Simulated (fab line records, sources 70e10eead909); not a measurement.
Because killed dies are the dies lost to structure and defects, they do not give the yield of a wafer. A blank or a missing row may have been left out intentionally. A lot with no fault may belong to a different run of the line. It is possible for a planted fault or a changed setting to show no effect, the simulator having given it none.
fab line records	flow nand_harc	part 2 of 2: steps 5 to 6 of 6
record: lots: 21	wafers: 63	last_day: 34
route steps=1302 shown A_SGD_CUT@919 A_SLIT@936 A_CONTACT@986
lots that met no fault: taken from a fault-free run of the same line
start_h: start of the lot's first displayed wafer, in hours after the record's first day	wait_h: time in hours since the lot's previous step	" same as the row above	L1.1+2: one row covering several wafers at once	- no value, or no start was given	* or withheld: withheld	< > ~ a bound
route shown NAME@n: NAME is a module with steps in the file, n the number in the route of the first one	usual: mean/standard deviation taken from wafers without a fault	same: alike in all rows	chamber/n: place in a boat	sites: per-site readings	_std_site: their standard deviation	_edge_site: outer sites' mean less inner sites'	radius_mm: how far each site lies from the wafer's centre	mask NAME#n: copy n	behind: tool/chamber where the wafer was last shaped	hold: reason for holding the lot/hours on hold/outcome of the hold	device: the n, p or np transistor that did not switch	end of line: tests of these same wafers at the route's end	a step given without rows: its recipe and nothing more	killed: at the first sort, the dies lost to defects and structure; wafer yield is something else	map: shows each die of a wafer: x if killed, . if not, _ if none is there
set.NAME: the setting the step ran with; set.NAME@STEP: the setting that earlier step ran with	model.NAME: the simulator's own value behind a step, which no gauge read
route steps across a sampled set of lots; one table per step, one row per wafer
services: when a tool's chamber went out of use (start_h, in hours from the record's first day, below 0 if earlier), for how many hours, and the reason
== steps ==
step: NHARC_A_CONTACT_CD_MEAS_53
usual: cd_nm: 289.5/0.69
lot.wafer	tool	chamber	start_h	wait_h	cd_nm
L075.1	cd_sem-01	-	497.07	-	288.9
L075.3	"	-	"	"	288.4
L075.4	"	-	"	"	289.0
L074.2	cd_sem-01	-	508.75	-	289.2
L074.3	"	-	"	"	289.1
L074.4	"	-	"	"	289.4
L077.2	cd_sem-02	-	537.73	-	288.8
L077.3	"	-	"	"	289.7
L077.6	"	-	"	"	289.4
L078.1	cd_sem-02	-	540.46	-	288.7
L078.4	"	-	"	"	288.4
L078.5	"	-	"	"	288.9
L080.3	cd_sem-01	-	540.62	-	289.3
L080.4	"	-	"	"	289.2
L080.5	"	-	"	"	289.1
L079.1	cd_sem-03	-	556.07	-	288.6
L079.4	"	-	"	"	288.3
L079.6	"	-	"	"	288.2
L081.2	cd_sem-02	-	568.08	-	289.8
L081.3	"	-	"	"	289.7
L081.6	"	-	"	"	288.9
L083.3	cd_sem-02	-	586.58	-	290.6
L083.4	"	-	"	"	290.8
L083.6	"	-	"	"	291.4
L084.3	cd_sem-03	-	593.31	-	288.0
L084.4	"	-	"	"	288.1
L084.6	"	-	"	"	288.0
L085.3	cd_sem-03	-	602.25	-	289.8
L085.5	"	-	"	"	289.8
L085.6	"	-	"	"	290.1
L086.2	cd_sem-02	-	618.88	-	290.4
L086.4	"	-	"	"	290.0
L086.6	"	-	"	"	289.9
L088.2	cd_sem-03	-	619.03	-	289.8
L088.3	"	-	"	"	289.7
L088.5	"	-	"	"	290.1
L089.2	cd_sem-03	-	623.87	-	289.5
L089.3	"	-	"	"	289.3
L089.4	"	-	"	"	289.1
L087.2	cd_sem-01	-	624.35	-	289.3
L087.5	"	-	"	"	289.0
L087.6	"	-	"	"	289.3
L091.2	cd_sem-02	-	645.38	-	289.9
L091.4	"	-	"	"	290.1
L091.5	"	-	"	"	290.4
L092.2	cd_sem-01	-	675.07	-	288.4
L092.4	"	-	"	"	288.4
L092.5	"	-	"	"	288.0
L093.1	cd_sem-02	-	675.93	-	290.0
L093.2	"	-	"	"	290.1
L093.4	"	-	"	"	290.0
L094.1	cd_sem-03	-	699.90	-	289.2
L094.2	"	-	"	"	289.9
L094.4	"	-	"	"	290.0
L095.2	cd_sem-03	-	703.39	-	289.9
L095.4	"	-	"	"	289.7
L095.5	"	-	"	"	290.2
L096.2	cd_sem-03	-	703.65	-	289.9
L096.4	"	-	"	"	290.2
L096.6	"	-	"	"	289.9
L097.2	cd_sem-02	-	729.27	-	289.4
L097.4	"	-	"	"	289.6
L097.6	"	-	"	"	289.2
step: NHARC_A_CONTACT_DESCUM_74
recipe: time_s: 3	o2_flow_sccm: 200	ar_flow_sccm: 0	bias_power_w: 0	chemistry: O2
usual: chamber_pressure_mTorr: 60.00/0.055	drypump_motor_current_A: 6.08/0.26	oes_product_au: 1.002/0.0071	rf_vpp_V: 57.8/0.94	showerhead_plenum_p_Torr: 1.96/0.12	throttle_valve_pct: 11.311/0.0091
lot.wafer	tool	chamber	start_h	wait_h	chamber_pressure_mTorr	drypump_motor_current_A	oes_product_au	rf_hours_counter_h	rf_vpp_V	showerhead_plenum_p_Torr	throttle_valve_pct
L075.1	rie_diel-13	3	502.66	0.1	59.99	6.08	0.995	44	56.8	1.80	11.316
L075.4	"	0	"	"	59.90	6.43	0.988	46	55.6	1.81	11.308
L075.3	"	1	"	"	59.97	6.35	0.996	46	58.6	1.98	11.324
L074.4	rie_diel-02	1	513.90	0.1	59.97	6.04	1.001	23	58.7	2.06	11.311
L074.2	"	2	"	"	60.09	6.37	1.013	21	58.4	1.99	11.329
L074.3	"	0	"	"	59.97	6.23	0.995	22	57.7	2.07	11.311
L077.3	rie_diel-02	0	542.87	0.1	60.04	6.21	0.984	25	56.8	2.07	11.311
L077.2	"	2	"	"	60.07	6.37	1.001	26	58.8	1.99	11.306
L077.6	"	0	"	"	59.93	6.20	1.004	-	58.8	2.07	11.312
L078.4	rie_diel-02	0	545.55	0.1	59.93	6.21	1.000	26	57.5	2.07	11.314
L078.1	"	2	"	"	59.97	6.36	1.021	27	57.7	1.99	11.296
L078.5	"	0	"	"	60.09	6.22	1.003	-	59.2	2.07	11.302
L080.3	rie_diel-07	3	545.74	0.1	59.97	6.14	0.999	26	59.0	2.01	11.318
L080.4	"	1	"	"	60.01	5.71	1.000	-	57.1	1.79	11.307
L080.5	"	0	"	"	60.05	6.08	1.003	-	58.2	2.07	11.315
L079.1	rie_diel-02	2	562.92	0.1	60.06	6.36	1.001	29	57.2	1.99	11.323
L079.4	"	3	"	"	59.98	5.61	1.002	14	55.9	1.77	11.308
L079.6	"	0	"	"	60.07	6.22	1.002	-	58.8	2.07	11.307
L081.2	rie_diel-13	3	573.11	0.1	59.90	6.07	0.985	14	57.3	1.79	11.315
L081.3	"	0	"	"	60.00	6.44	0.998	14	57.0	1.80	11.313
L081.6	"	2	"	"	60.00	6.24	1.004	-	58.2	2.05	11.307
L083.4	rie_diel-02	3	592.59	0.1	60.03	5.61	1.001	4	57.0	1.77	11.322
L083.3	"	1	"	"	59.95	6.03	0.999	4	60.1	2.06	11.315
L083.6	"	3	"	"	59.93	5.60	1.009	-	57.0	1.77	11.297
L084.4	rie_diel-02	0	598.44	0.1	59.99	6.22	1.010	5	58.7	2.06	11.306
L084.3	"	3	"	"	60.11	5.60	1.005	4	57.4	1.77	11.320
L084.6	"	1	"	"	60.07	6.05	1.003	-	57.7	2.05	11.297
L085.3	rie_diel-02	0	607.37	0.1	59.96	6.21	1.007	7	57.0	2.06	11.300
L085.6	"	1	"	"	59.97	6.08	1.001	-	59.3	2.05	11.316
L085.5	"	2	"	"	59.97	6.40	1.006	-	57.8	1.99	11.328
L086.2	rie_diel-02	0	631.68	0.1	60.01	6.21	1.020	11	58.2	2.06	11.310
L086.4	"	1	"	"	59.96	6.00	1.017	10	58.6	2.05	11.312
L086.6	"	3	"	"	59.91	5.61	1.009	-	58.3	1.77	11.330
L088.3	rie_diel-07	2	632.37	0.1	59.97	5.96	1.006	25	58.2	1.87	11.305
L088.2	"	0	"	"	60.07	6.07	1.000	55	58.9	2.06	11.304
L088.5	"	1	"	"	60.03	5.73	1.000	-	57.7	1.78	11.319
L089.2	rie_diel-02	2	634.99	0.1	59.94	6.38	1.023	11	57.6	1.99	11.306
L089.3	"	0	"	"	59.97	6.24	1.009	12	57.2	2.06	11.308
L089.4	"	2	"	"	60.02	6.39	1.011	-	57.8	1.99	11.323
L087.2	rie_diel-07	2	635.14	0.1	60.00	5.93	1.006	26	59.7	1.87	11.318
L087.6	"	2	"	"	59.85	5.93	1.000	-	55.6	1.87	11.318
L087.5	"	3	"	"	60.01	6.17	0.994	-	57.8	2.00	11.297
L091.2	rie_diel-02	3	650.64	0.1	60.01	5.60	1.009	14	57.2	1.77	11.299
L091.4	"	1	"	"	60.02	6.02	1.000	15	58.3	2.05	11.305
L091.5	"	3	"	"	60.03	5.62	1.011	-	56.6	1.77	11.307
L092.2	rie_diel-07	3	681.16	0.1	60.05	6.11	1.001	5	57.6	2.00	11.298
L092.4	"	0	"	"	59.95	6.10	0.996	7	58.3	2.05	11.326
L092.5	"	2	"	"	59.98	5.93	0.998	-	56.9	1.87	11.308
L093.4	rie_diel-02	2	682.03	0.1	59.99	6.36	1.013	19	56.4	1.98	11.328
L093.1	"	0	"	"	60.08	6.23	1.008	21	59.5	2.06	11.306
L093.2	"	1	"	"	59.98	6.03	0.992	20	59.1	2.05	11.312
L094.4	rie_diel-02	0	704.94	0.1	59.97	6.24	1.001	25	58.4	2.06	11.302
L094.2	"	1	"	"	60.05	6.03	1.000	24	57.6	2.05	11.308
L094.1	"	3	"	"	60.02	5.60	1.004	23	56.8	1.77	11.299
L095.4	rie_diel-13	3	710.21	0.1	60.09	6.08	0.993	0	57.8	1.78	11.318
L095.2	"	2	"	"	60.05	6.24	0.999	1	59.1	2.04	11.308
L095.5	"	3	"	"	59.96	6.07	0.999	-	58.5	1.78	11.318
L096.2	rie_diel-02	0	711.06	0.1	59.96	6.21	0.995	26	59.5	2.06	11.300
L096.4	"	1	"	"	59.96	6.02	0.985	25	58.3	2.05	11.332
L096.6	"	2	"	"	60.00	6.39	0.998	-	59.0	1.98	11.313
L097.4	rie_diel-02	1	734.40	0.1	59.92	6.04	1.000	28	57.9	2.05	11.302
L097.2	"	0	"	"	60.03	6.24	1.007	30	59.0	2.06	11.299
L097.6	"	1	"	"	60.07	6.06	1.001	-	57.2	2.05	11.311
== services ==
tool	chamber	start_h	hours	kind
rie_diel-02	3	429.12	57.0	repair
rie_diel-06	1	444.34	9.5	repair
pecvd-04	-	450.21	13.0	pm
rie_diel-06	-	484.20	9.0	pm
pecvd-01	-	492.00	13.0	pm
rie_diel-06	-	500.69	0.4	repair
pecvd-04	-	502.11	2.8	repair
rie_diel-02	3	520.28	9.4	repair
rie_diel-13	-	521.21	9.0	pm
rie_diel-01	3	528.75	8.7	repair
rie_diel-01	-	558.03	9.0	pm
rie_diel-02	-	570.70	9.0	pm
rie_diel-01	1	593.29	3.7	repair
rie_diel-01	0	596.38	3.2	repair
rie_diel-13	-	597.85	0.8	repair
rie_diel-06	0	618.48	38.4	repair
rie_diel-01	2	625.78	8.8	repair
pecvd-04	-	631.21	13.0	pm
rie_diel-02	3	633.45	5.0	repair
rie_diel-06	-	661.20	9.0	pm
rie_diel-02	-	668.68	1.2	repair
rie_diel-06	0	694.74	9.3	repair
rie_diel-13	-	698.21	9.0	pm
rie_diel-06	0	716.81	9.2	repair
